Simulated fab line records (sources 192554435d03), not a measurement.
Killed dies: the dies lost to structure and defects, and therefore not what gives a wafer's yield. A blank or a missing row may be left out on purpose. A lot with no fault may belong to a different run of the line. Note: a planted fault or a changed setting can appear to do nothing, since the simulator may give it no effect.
What tool caused it? :: flow n5_finfet :: 33 wafers sampled from 11 lots at 1 step of a route of 1938

## WHAT THE GAUGES READ, wafer by wafer
N5_BEOL_M8_CD_MEAS_35: the cd target is 40 nm.
lot: L220
measured: day 9 17:25
on: cd_sem-01
cd_nm (nm): 40.1 40.1 39.9

lot: L221
measured: day 9 20:40
on: cd_sem-01
cd_nm (nm): 40.4 41.2 40.3

lot: L222
measured: day 9 20:56
on: cd_sem-03
cd_nm (nm): 39.8 38.8 40.0

lot: L224
measured: day 10 16:06
on: cd_sem-02
cd_nm (nm): 41.0 40.9 41.0

lot: L233
measured: day 13 06:05
on: cd_sem-02
cd_nm (nm): 41.0 39.5 40.4

lot: L235
measured: day 13 17:05
on: cd_sem-02
cd_nm (nm): 40.0 40.6 40.0

lot: L237
measured: day 13 19:18
on: cd_sem-01
cd_nm (nm): 42.0 40.9 41.1

lot: L238
measured: day 14 07:58
on: cd_sem-01
cd_nm (nm): 41.4 41.2 42.0

lot: L241
measured: day 14 12:56
on: cd_sem-03
cd_nm (nm): 39.5 40.3 39.8

lot: L240
measured: day 15 04:55
on: cd_sem-01
cd_nm (nm): 40.2 39.7 39.3

lot: L243
measured: day 16 16:44
on: cd_sem-02
cd_nm (nm): 39.8 39.6 39.1

## EACH LOT AND THE TOOL THAT RAN IT (in order: tool; ch and the chambers of the sampled wafers; start)
The record shows no process step preceding these readings.

## THE ANSWER, worked out from the rows above alone
Rule: what is usual is taken from the lots themselves. Put in order of their means at a reading, lots are off if they are a third of the lots or fewer, leave a main group of 4 or more, and stand apart from it by a gap of 3 or more times the standard deviation of the main group's means; of several such gaps the widest counts. If all means in a main group match to the digits the tables above print for the reading, that group is not used. Also off: a lot with no number at a reading for which 4 or more lots have one. The other lots that the step has rows for count as sound.
No lot is off at any reading shown: from this, nothing can be told.

## WHAT THE SIMULATOR PUT IN
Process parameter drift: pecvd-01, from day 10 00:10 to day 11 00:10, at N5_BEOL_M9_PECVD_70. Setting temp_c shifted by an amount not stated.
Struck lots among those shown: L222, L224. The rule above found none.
